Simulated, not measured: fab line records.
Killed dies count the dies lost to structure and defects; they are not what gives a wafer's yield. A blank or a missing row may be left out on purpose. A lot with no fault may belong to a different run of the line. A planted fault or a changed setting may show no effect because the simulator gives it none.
fab line records	flow n5-finfet
[record] lots = 10	wafers = 30	last-day = 19
route steps=1938 shown BEOL_M2@900 BEOL_M4@1111 PASSIVATION@1936
lots that met no fault: from a run of the same line without faults
start-h: start of the lot's first displayed wafer, in hours after the record's first day	wait-h: hours from the lot's prior step to this one	" repeats the value in the row above	L1.1+2: a single row standing in for several wafers	- no value present, or no start provided	* or withheld: withheld	< > ~ a bound
route shown NAME@n: names a module that has steps shown in the file, with the first one's number in the route	usual: the fault-free wafers' mean and standard deviation	same: alike in all rows	chamber/n: place in a boat	sites: readings site by site	_std_site: standard deviation of those values	_edge_site: the outer-site mean with the inner-site mean subtracted	radius-mm: for every site, how far away it sits from the centre of the wafer	mask NAME#n: copy n	behind: the last tool/chamber to shape the wafer	hold: why the lot was held/for how many hours/how that ended	device: names the non-switching transistor (n, p or np)	end of line: the tests these same wafers got at the end of their route	a step given without rows: its recipe and nothing more	killed: dies that structure and defects cost at the first sort, which is not the same as the wafer's yield	map: a wafer's dies, x killed, . not, _ none there
set.NAME: the setting as run; set.NAME@STEP: as run at that earlier step	model.NAME: the simulator's own value behind a step, which no gauge read
route steps across a sampled set of lots; one table per step, one row per wafer
services: the hour from which a tool's chamber was out of use, counted from the record's first day as start-h (under 0 if before that day), plus the number of hours and why
[[steps]]
[step N5_BEOL_M2_PRE_CLEAN_45]
[recipe] gas = H2/He	time-s = 30	temp-c = 250
[usual] heater-power-w = 311/40
lot.wafer	tool	chamber	start-h	wait-h	heater-power-w
L574.1	pvd-sputter-03	-	166.22	0.0	279
L574.5	"	-	"	"	310
L574.6	"	-	"	"	256
L573.2	pvd-sputter-03	-	170.38	0.0	248
L573.3	"	-	"	"	321
L573.5	"	-	"	"	311
L580.2	pvd-sputter-03	-	185.96	0.0	408
L580.5	"	-	"	"	249
L580.6	"	-	"	"	306
L583.1	pvd-sputter-03	-	209.54	0.0	274
L583.3	"	-	"	"	313
L583.4	"	-	"	"	248
L584.1	pvd-sputter-02	-	214.16	0.0	284
L584.2	"	-	"	"	305
L584.5	"	-	"	"	298
L585.2	pvd-sputter-03	-	221.16	0.0	280
L585.4	"	-	"	"	316
L585.6	"	-	"	"	403
L587.1	pvd-sputter-02	-	270.51	0.0	320
L587.2	"	-	"	"	346
L587.4	"	-	"	"	289
L588.1	pvd-sputter-01	-	270.94	0.0	315
L588.2	"	-	"	"	286
L588.6	"	-	"	"	355
L590.2	pvd-sputter-01	-	292.06	0.0	311
L590.4	"	-	"	"	300
L590.6	"	-	"	"	285
L596.1	pvd-sputter-01	-	298.78	0.0	284
L596.4	"	-	"	"	307
L596.6	"	-	"	"	346
[step N5_BEOL_M2_CVD_47]
[recipe] material = Co	target-thk-a = 30	temp-c = withheld	precursor = CCTBA/H2	pressure-torr = 30	time-s = 223.8
[usual] chamber-pressure-Torr = 29.99/0.064	run-length-s = 246.6/0.42
lot.wafer	tool	chamber	start-h	wait-h	chamber-pressure-Torr	run-length-s
L574.1	cvd-co-01	0	166.56	0.0	30.03	246.7
L574.5	"	2	"	"	29.98	247.3
L574.6	"	0	"	"	29.96	246.9
L573.2	cvd-co-01	0	170.81	0.1	30.12	246.6
L573.3	"	2	"	"	29.92	246.6
L573.5	"	0	"	"	29.98	246.4
L580.2	cvd-co-02	1	186.42	0.0	30.06	247.3
L580.5	"	2	"	"	29.98	246.8
L580.6	"	1	"	"	30.01	246.8
L583.1	cvd-co-01	1	210.01	0.1	29.98	246.4
L583.3	"	2	"	"	30.03	246.8
L583.4	"	0	"	"	29.92	246.7
L584.1	cvd-co-02	0	214.58	0.0	29.97	246.7
L584.2	"	1	"	"	29.93	247.4
L584.5	"	1	"	"	29.91	247.4
L585.2	cvd-co-01	0	223.20	0.1	30.01	247.3
L585.4	"	2	"	"	30.06	246.6
L585.6	"	0	"	"	29.98	246.6
L587.1	cvd-co-01	1	270.94	0.0	29.90	182.3
L587.2	"	2	"	"	29.97	247.1
L587.4	"	2	"	"	29.95	246.9
L588.1	cvd-co-01	1	271.29	0.0	29.97	182.5
L588.2	"	2	"	"	30.08	246.6
L588.6	"	2	"	"	30.09	246.7
L590.2	cvd-co-01	1	294.46	0.1	30.02	182.3
L590.4	"	1	"	"	30.19	181.8
L590.6	"	2	"	"	30.00	246.8
L596.1	cvd-co-02	0	300.95	0.3	29.95	246.2
L596.4	"	1	"	"	29.91	246.9
L596.6	"	0	"	"	29.99	246.5
[step N5_BEOL_M2_ANNEAL_49]
[recipe] temp-c = 400	time-s = 240	ambient = vacuum
[usual] heater-power-w = 783/86	susceptor_temp_C_max = 401.0/0.36
lot.wafer	tool	chamber	start-h	wait-h	heater-power-w	susceptor_temp_C_max
L574.1	pvd-sputter-01	-	167.01	0.0	767	401.0
L574.5	"	-	"	"	744	400.6
L574.6	"	-	"	"	771	400.9
L573.2	pvd-sputter-01	-	171.05	0.0	765	400.8
L573.3	"	-	"	"	798	400.8
L573.5	"	-	"	"	797	401.2
L580.2	pvd-sputter-03	-	186.88	0.0	708	401.0
L580.5	"	-	"	"	995	401.6
L580.6	"	-	"	"	697	400.6
L583.1	pvd-sputter-01	-	210.27	0.0	722	401.0
L583.3	"	-	"	"	741	401.1
L583.4	"	-	"	"	878	400.6
L584.1	pvd-sputter-02	-	214.96	0.0	878	400.9
L584.2	"	-	"	"	717	400.6
L584.5	"	-	"	"	889	400.8
L585.2	pvd-sputter-01	-	223.49	0.0	792	401.0
L585.4	"	-	"	"	727	400.6
L585.6	"	-	"	"	701	400.4
L587.1	pvd-sputter-02	-	271.31	0.0	774	401.6
L587.2	"	-	"	"	720	400.5
L587.4	"	-	"	"	852	400.2
L588.1	pvd-sputter-01	-	271.53	0.0	726	401.2
L588.2	"	-	"	"	765	401.2
L588.6	"	-	"	"	776	401.3
L590.2	pvd-sputter-01	-	294.74	0.0	885	400.7
L590.4	"	-	"	"	753	400.6
L590.6	"	-	"	"	725	400.9
L596.1	pvd-sputter-01	-	301.26	0.0	778	400.6
L596.4	"	-	"	"	881	400.6
L596.6	"	-	"	"	738	400.8
[step N5_BEOL_M2_ANNEAL_80]
[recipe] temp-c = 400	time-s = 240	ambient = vacuum
[usual] heater-power-w = 784/86	susceptor_temp_C_max = 401.0/0.39
lot.wafer	tool	chamber	start-h	wait-h	heater-power-w	susceptor_temp_C_max
L574.1	pvd-sputter-01	-	167.23	0.0	766	401.2
L574.5	"	-	"	"	758	401.1
L574.6	"	-	"	"	776	401.1
L573.2	pvd-sputter-01	-	171.27	0.0	743	401.3
L573.3	"	-	"	"	785	401.3
L573.5	"	-	"	"	804	401.2
L580.2	pvd-sputter-03	-	187.10	0.0	673	401.5
L580.5	"	-	"	"	1035	401.5
L580.6	"	-	"	"	698	401.3
L583.1	pvd-sputter-01	-	210.49	0.0	692	400.8
L583.3	"	-	"	"	745	401.3
L583.4	"	-	"	"	860	400.4
L584.1	pvd-sputter-02	-	215.18	0.0	881	400.3
L584.2	"	-	"	"	698	401.4
L584.5	"	-	"	"	887	400.9
L585.2	pvd-sputter-01	-	223.71	0.0	758	401.1
L585.4	"	-	"	"	712	400.8
L585.6	"	-	"	"	719	401.1
L587.1	pvd-sputter-02	-	271.53	0.0	799	401.1
L587.2	"	-	"	"	702	401.1
L587.4	"	-	"	"	885	400.4
L588.1	pvd-sputter-01	-	271.75	0.0	713	400.8
L588.2	"	-	"	"	794	400.9
L588.6	"	-	"	"	767	401.1
L590.2	pvd-sputter-01	-	294.96	0.0	896	400.3
L590.4	"	-	"	"	725	400.7
L590.6	"	-	"	"	742	400.4
L596.1	pvd-sputter-01	-	301.48	0.0	777	401.5
L596.4	"	-	"	"	912	400.9
L596.6	"	-	"	"	749	400.5
[step N5_BEOL_M4_RC_MEAS_101]
[usual] DIBL_N = 36.3/1.2	DIBL_P = 36.3/1.4	IOFF_N = 0.160/0.02	IOFF_P = 0.210/0.025	ION_N = 675/9.5	ION_P = 462/7	SS_N = 71.5/0.53	SS_P = 73.4/0.55	VT_N = 249.5/2.6	VT_P = -250.1/2.9
lot.wafer	tool	chamber	start-h	wait-h	DIBL_N[mV/V]	DIBL_P[mV/V]	IOFF_N[nA/um]	IOFF_P[nA/um]	ION_N[uA/um]	ION_P[uA/um]	SS_N[mV/dec]	SS_P[mV/dec]	VT_N[mV]	VT_P[mV]
L574.1	prober-01	0	191.57	0.0	34.6	33.6	0.135	0.161	666	450	72.3	72.7	252.2	-252.7
L574.5	"	0	"	"	34.2	32.9	0.121	0.154	663	452	71.7	73.2	251.1	-256.1
L574.6	"	0	"	"	36.5	36.7	0.167	0.203	674	462	72.4	73.9	250.2	-251.2
L573.2	prober-01	0	195.54	0.2	36.1	36.3	0.164	0.226	678	466	71.2	72.9	249.9	-248.1
L573.3	"	0	"	"	35.3	35.3	0.164	0.217	682	462	71.3	73.2	249.6	-246.8
L573.5	"	0	"	"	34.3	34.0	0.140	0.194	667	458	70.9	73.2	252.4	-250.2
L580.2	prober-02	0	220.98	0.2	35.0	36.0	0.131	0.170	653	447	71.3	72.8	253.0	-252.7
L580.5	"	0	"	"	36.5	37.3	0.165	0.196	668	458	72.1	74.0	248.6	-252.3
L580.6	"	0	"	"	34.5	36.1	0.131	0.177	650	446	71.4	74.1	252.1	-253.2
L583.1	prober-01	0	266.57	0.0	37.4	37.5	0.188	0.264	683	474	71.3	72.9	245.9	-243.1
L583.3	"	0	"	"	38.1	37.9	0.201	0.283	684	473	71.3	73.1	244.1	-245.8
L583.4	"	0	"	"	38.0	37.0	0.192	0.258	691	472	71.4	73.5	246.1	-245.2
L584.1	prober-02	0	282.97	0.0	35.2	34.7	0.131	0.185	658	450	71.7	73.8	254.0	-251.0
L584.2	"	0	"	"	35.2	36.1	0.147	0.210	684	468	70.9	73.9	251.6	-248.5
L584.5	"	0	"	"	36.1	36.3	0.147	0.188	664	453	71.8	73.7	252.1	-253.5
L585.2	prober-02	0	287.95	0.2	36.9	36.0	0.189	0.241	691	476	72.0	73.2	243.7	-246.1
L585.4	"	0	"	"	36.4	36.5	0.184	0.248	687	469	71.9	73.6	244.9	-246.3
L585.6	"	0	"	"	35.2	34.8	0.161	0.212	682	465	71.8	73.0	248.2	-247.9
L587.1	prober-02	0	311.70	0.0	36.7	36.2	0.163	0.195	665	451	71.7	73.4	248.8	-249.6
L587.2	"	0	"	"	38.7	38.6	0.209	0.239	682	460	72.5	73.7	246.4	-246.2
L587.4	"	0	"	"	35.9	35.9	0.159	0.207	675	461	72.3	73.2	248.9	-251.1
L588.1	prober-01	0	317.22	0.0	36.4	36.7	0.158	0.191	683	464	72.2	73.5	251.5	-252.5
L588.2	"	0	"	"	35.2	36.0	0.150	0.186	678	459	72.1	72.6	249.7	-253.6
L588.6	"	0	"	"	37.0	38.2	0.183	0.222	688	469	72.0	74.2	247.0	-250.8
L590.2	prober-02	0	341.08	0.2	37.2	34.9	0.162	0.192	673	456	71.7	73.2	248.4	-251.6
L590.4	"	0	"	"	35.2	33.0	0.126	0.172	674	459	71.4	73.3	256.2	-251.6
L590.6	"	0	"	"	37.3	35.3	0.164	0.212	678	460	71.6	73.9	250.0	-249.3
L596.1	prober-01	0	356.00	0.0	33.8	35.9	0.157	0.187	675	459	70.8	73.3	248.4	-252.7
L596.4	"	0	"	"	35.6	36.3	0.190	0.194	668	452	71.2	73.7	248.9	-254.3
L596.6	"	0	"	"	36.2	37.2	0.183	0.204	668	452	71.7	74.0	250.5	-252.4
[step N5_PASSIVATION_PROBE_49]
[usual] defect-limited-yield = 90.9/1.3	killed_at_M0_to_M3 = 36/11	killed_at_M4_up = 13/5.1	killed-at-contacts = 14/4.9	killed-at-front-end = 41/10	killed-at-other = 3.4/2.6	killed-dies = 107/16	killed-open = 70/11	killed-short = 36/7.8	sort_bin_5_function = 5.4/0.84	sort_bin_6_memory = 3.4/0.67	sort_bin_8_speed = 0.00/0.0099	sort-n-pass = 1073/16	sort-yield-pct = 90.9/1.3
[same] gross-dies = 1180	killed-at-back-side = 0	sort_bin_4_leakage[%] = 0
lot.wafer	tool	chamber	start-h	wait-h	defect-limited-yield[%]	killed_at_M0_to_M3	killed_at_M4_up	killed-at-contacts	killed-at-front-end	killed-at-other	killed-dies	killed-open	killed-short	sort_bin_5_function[%]	sort_bin_6_memory[%]	sort_bin_8_speed[%]	sort-n-pass	sort-yield-pct[%]
L574.1	prober-01	-	312.78	0.0	89.9	45	14	14	43	3	119	74	45	5.1	4.6	0	1061	89.9
L574.5	prober-01	-	312.98	0.2	90.7	46	15	12	34	3	110	72	36	5.6	3.0	0	1070	90.7
L574.6	prober-01	-	313.03	0.3	89.4	46	12	15	43	9	125	78	43	5.5	4.9	0	1055	89.4
L573.2	prober-01	-	315.37	0.1	91.3	29	15	20	39	0	103	48	54	5.2	3.0	0	1077	91.3
L573.3	prober-01	-	315.42	0.1	91.7	33	15	14	35	1	98	63	35	5.1	2.9	0	1082	91.7
L573.5	prober-01	-	315.52	0.2	91.8	36	14	16	30	1	97	64	27	4.2	3.2	0	1083	91.8
L580.2	prober-01	-	341.57	0.1	90.9	23	14	11	49	10	107	63	44	4.9	3.6	0	1073	90.9
L580.5	prober-01	-	341.72	0.2	91.5	30	10	13	35	12	100	73	27	5.5	2.5	0	1080	91.5
L580.6	prober-01	-	341.77	0.3	90.6	43	13	7	43	5	111	64	47	5.5	3.4	0	1069	90.6
L584.1	prober-01	-	385.14	0.0	89.2	33	12	10	68	5	128	83	44	6.4	4.2	0	1052	89.2
L584.2	prober-01	-	385.19	0.1	87.8	44	19	22	56	3	144	100	41	7.0	4.6	0	1036	87.8
L584.5	prober-01	-	385.34	0.2	90.9	20	20	14	50	3	107	78	27	5.6	3.2	0	1073	90.9
L587.1	prober-01	-	416.79	0.0	91.6	30	14	5	44	6	99	66	29	4.5	3.5	0.08	1080	91.5
L587.2	prober-01	-	416.84	0.1	89.4	42	16	12	52	3	125	83	39	5.8	4.4	0	1055	89.4
L587.4	prober-01	-	416.94	0.2	89.4	49	23	7	40	6	125	87	38	6.9	3.6	0	1055	89.4
L588.1	prober-02	-	423.74	0.0	93.6	21	12	7	35	1	76	50	26	4.2	2.2	0	1104	93.6
L588.2	prober-02	-	423.79	0.1	89.4	41	25	24	30	5	125	80	43	6.4	3.6	0	1055	89.4
L588.6	prober-02	-	423.99	0.3	90.4	44	24	12	24	9	113	65	42	5.3	3.3	0	1067	90.4
// killed by level:class
L574.1 STI_FIN_REVEAL:geometric-particle:open=12 MOL_CONTACT_COAG:geometric-particle:open=11 BEOL_M1:geometric-particle:open=8 BEOL_M0_SAQP:geometric-particle:short=8 FIN_SAQP:geometric-particle:short=7 BEOL_M3:geometric-particle:short=7 FIN_SAQP:geometric-particle:open=6 BEOL_M0_SAQP:geometric-particle:open=6
L574.5 BEOL_M0_SAQP:geometric-particle:short=13 MOL_CONTACT_COAG:geometric-particle:open=11 BEOL_M3:geometric-particle:open=10 DUMMY_GATE:geometric-particle:open=7 BEOL_M4:geometric-particle:open=7 STARTING-WAFER:geometric-particle:open=6 GATE_CUT:geometric-particle:short=5 BEOL_M0_SAQP:geometric-particle:open=5
L574.6 STI_FIN_REVEAL:geometric-particle:open=17 MOL_CONTACT_COAG:geometric-particle:open=13 BEOL_M1:geometric-particle:open=10 BEOL_M0_SAQP:geometric-particle:open=7 BEOL_M0_SAQP:geometric-particle:short=7 BEOL_M3:geometric-particle:short=7 BEOL_M3:geometric-particle:open=6 FIN_SAQP:geometric-particle:short=5
L573.2 MOL_CONTACT_COAG:geometric-particle:open=11 GATE_CUT:geometric-particle:short=10 MOL_CONTACT_COAG:geometric-particle:short=9 FIN_SAQP:geometric-particle:short=7 BEOL_M0_SAQP:geometric-particle:short=6 BEOL_M3:geometric-particle:open=6 BEOL_M5:geometric-particle:short=5 BEOL_M0_SAQP:geometric-particle:open=4
L573.3 MOL_CONTACT_COAG:geometric-particle:open=11 BEOL_M0_SAQP:geometric-particle:short=7 STARTING-WAFER:geometric-particle:open=7 STI_FIN_REVEAL:geometric-particle:open=6 BEOL_M2:geometric-particle:short=6 FIN_SAQP:geometric-particle:short=5 BEOL_M4:geometric-particle:open=5 BEOL_M0_SAQP:geometric-particle:open=5
L573.5 MOL_CONTACT_COAG:geometric-particle:open=13 BEOL_M3:geometric-particle:open=8 BEOL_M2:geometric-particle:open=8 BEOL_M4:geometric-particle:open=7 BEOL_M0_SAQP:geometric-particle:short=7 BEOL_M0_SAQP:geometric-particle:open=5 HKMG_FIN:area-etch=5 FIN_SAQP:geometric-particle:short=4
L580.2 STI_FIN_REVEAL:geometric-particle:open=16 BEOL_M0_SAQP:geometric-particle:open=9 MOL_CONTACT_COAG:geometric-particle:open=6 BEOL_M0_SAQP:geometric-particle:short=6 MIM_TOP:geometric-particle:short=6 FIN_SAQP:geometric-particle:short=5 MOL_CONTACT_COAG:geometric-particle:short=5 BEOL_M4:geometric-particle:open=4
L580.5 MOL_CONTACT_COAG:geometric-particle:open=12 BEOL_M3:geometric-particle:open=10 STI_FIN_REVEAL:geometric-particle:open=9 STARTING-WAFER:geometric-particle:open=7 DUMMY_GATE:geometric-particle:open=5 BEOL_M0_SAQP:geometric-particle:short=5 BEOL_M0_SAQP:geometric-particle:open=5 DUMMY_GATE:geometric-particle:short=4
L580.6 FIN_SAQP:geometric-particle:short=11 FIN_SAQP:geometric-particle:open=9 BEOL_M0_SAQP:geometric-particle:short=9 MOL_CONTACT_COAG:geometric-particle:open=6 BEOL_M2:geometric-particle:open=6 GATE_CUT:geometric-particle:open=5 BEOL_M0_SAQP:geometric-particle:open=5 BEOL_M0:geometric-particle:open=5
L584.1 FIN_SAQP:geometric-particle:open=23 FIN_SAQP:geometric-particle:short=10 STI_FIN_REVEAL:geometric-particle:open=10 MOL_CONTACT_COAG:geometric-particle:open=7 BEOL_M0_SAQP:geometric-particle:short=7 BEOL_M3:geometric-particle:open=7 GATE_CUT:geometric-particle:short=5 BEOL_M0_SAQP:geometric-particle:open=5
L584.2 MOL_CONTACT_COAG:geometric-particle:open=17 STI_FIN_REVEAL:geometric-particle:open=16 BEOL_M0_SAQP:geometric-particle:short=11 BEOL_M2:geometric-particle:open=11 FIN_SAQP:geometric-particle:open=9 BEOL_M3:geometric-particle:open=9 BEOL_M4:geometric-particle:open=8 BEOL_M0_SAQP:geometric-particle:open=6
L584.5 STI_FIN_REVEAL:geometric-particle:open=17 MOL_CONTACT_COAG:geometric-particle:open=12 FIN_SAQP:geometric-particle:open=11 BEOL_M4:geometric-particle:open=8 BEOL_M2:geometric-particle:open=6 STARTING-WAFER:geometric-particle:short=6 ILD0:geometric-particle:open=4 BEOL_M0_SAQP:geometric-particle:open=4
L587.1 FIN_SAQP:geometric-particle:open=16 BEOL_M0_SAQP:geometric-particle:open=11 BEOL_M2:geometric-particle:open=7 BEOL_M4:geometric-particle:open=7 FIN_SAQP:geometric-particle:short=6 STI_FIN_REVEAL:geometric-particle:open=6 MOL_CONTACT_COAG:geometric-particle:open=5 BEOL_M0_SAQP:geometric-particle:short=5
L587.2 FIN_SAQP:geometric-particle:open=25 BEOL_M3:geometric-particle:open=11 MOL_CONTACT_COAG:geometric-particle:open=10 BEOL_M0_SAQP:geometric-particle:short=7 FIN_SAQP:geometric-particle:short=6 GATE_CUT:geometric-particle:short=6 BEOL_M0_SAQP:geometric-particle:open=6 BEOL_M1:geometric-particle:open=6
L587.4 BEOL_M0_SAQP:geometric-particle:open=16 FIN_SAQP:geometric-particle:open=15 BEOL_M4:geometric-particle:open=15 BEOL_M1:geometric-particle:open=10 BEOL_M0_SAQP:geometric-particle:short=9 FIN_SAQP:geometric-particle:short=8 MOL_CONTACT_COAG:geometric-particle:open=6 BEOL_M3:geometric-particle:open=6
L588.1 STI_FIN_REVEAL:geometric-particle:open=11 BEOL_M0_SAQP:geometric-particle:open=7 FIN_SAQP:geometric-particle:open=5 MOL_CONTACT_COAG:geometric-particle:open=5 BEOL_M0_SAQP:geometric-particle:short=5 BEOL_M1:geometric-particle:open=4 GATE_CUT:geometric-particle:short=3 BEOL_M4:geometric-particle:short=3
L588.2 MOL_CONTACT_COAG:geometric-particle:open=21 BEOL_M0_SAQP:geometric-particle:short=15 BEOL_M0_SAQP:geometric-particle:open=10 STI_FIN_REVEAL:geometric-particle:open=8 BEOL_M4:geometric-particle:open=6 BEOL_M1:geometric-particle:open=5 BEOL_M2:geometric-particle:open=5 FIN_SAQP:geometric-particle:short=4
L588.6 BEOL_M0_SAQP:geometric-particle:short=13 BEOL_M0_SAQP:geometric-particle:open=13 BEOL_M2:geometric-particle:open=8 BEOL_M5:geometric-particle:open=8 MOL_CONTACT_COAG:geometric-particle:open=7 BEOL_M5:geometric-particle:short=6 MOL_CONTACT_COAG:geometric-particle:short=5 HKMG_FIN:area-etch=5
[[services]]
tool	chamber	start-h	hours	kind
cvd-co-01	0	258.76	11.8	repair
[[key]]
[first-sign] step = N5_BEOL_M2_CVD_47	reading = run-length-s	direction = down	sigmas = 99+	usual = *	struck = *
effect none on later readings
met-at N5_BEOL_M2_CVD_47
struck-lots L587,L588,L590
struck-wafers L587.1,L588.1,L590.2,L590.4
not-acting-at N5_BEOL_M2_PRE_CLEAN_45,N5_BEOL_M2_ANNEAL_49,N5_BEOL_M2_ANNEAL_80
onset-between 210.01 270.94
[fault] kind = process-parameter-drift	tool = cvd-co-01	chamber = 1	onset-h = 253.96	steps = N5_BEOL_M2_CVD_47	channel = time-s	offset = *	shape = step	end-h = 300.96	acts-in = *	stated = *
